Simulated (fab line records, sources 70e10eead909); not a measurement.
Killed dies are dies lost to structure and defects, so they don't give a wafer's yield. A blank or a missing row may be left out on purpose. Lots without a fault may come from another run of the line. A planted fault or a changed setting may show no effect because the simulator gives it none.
Chamber matching | flow nand_harc | NHARC_A_SGD_CUT_ETCH_58 on rie_diel-04: 4 sister chambers
The step etches the open film in CF4, target depth 39 nm, time 65 s. 8 wafers are shown with their chamber, then 9 later ones without.

WAFERS WITH THEIR CHAMBER
wafer  | chamber | drypump_motor_current_A (A) | oes_product_au (a.u.)
L083.1 | 0       | 5.2                         | 1.000
L082.2 | 1       | 6.6                         | 1.017
L086.1 | 0       | 5.3                         | 1.007
L086.4 | 2       | 5.7                         | 0.999
L086.5 | 3       | 5.2                         | 1.001
L087.1 | 1       | 6.6                         | 1.021
L087.2 | 3       | 5.2                         | 0.998
L087.4 | 2       | 5.7                         | 0.991

WAFERS WITHOUT THEIR CHAMBER
wafer  | drypump_motor_current_A (A) | oes_product_au (a.u.)
L092.1 | 5.7                         | 1.010
L092.3 | 5.2                         | 0.995
L092.4 | 5.3                         | 1.011
L095.3 | 5.3                         | 0.997
L095.5 | 5.2                         | 0.999
L095.6 | 5.3                         | 1.007
L093.3 | 5.7                         | 0.999
L093.5 | 5.7                         | 0.991
L093.6 | 5.2                         | 0.991

WHICH CHAMBER EACH WENT THROUGH
wafer  | from the rows above     | in truth
L092.1 | 2                       | 2
L092.3 | can't be placed: 3 or 0 | 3
L092.4 | can't be placed: 0 or 3 | 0
L095.3 | can't be placed: 0 or 3 | 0
L095.5 | can't be placed: 3 or 0 | 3
L095.6 | can't be placed: 0 or 3 | 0
L093.3 | 2                       | 2
L093.5 | 2                       | 2
L093.6 | can't be placed: 3 or 0 | 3
Placed correctly: 3 of 9. Can't be placed from these rows: 6 (the true chamber is among the candidates in 6). Placed wrongly: 0.
How it was worked out, from the rows above alone: a wafer's distance from a chamber is the root of the sum, over the readings, of the square of ((its reading less the chamber's mean) divided by the reading's scatter). The wafer belongs to the nearest chamber; if the next one is less than 2 further off, it can't be placed. A chamber's mean is the mean of its shown wafers. The scatter: the root of (the sum of the squares of (reading less its chamber's mean) over the shown wafers, divided by (wafers less chambers)).
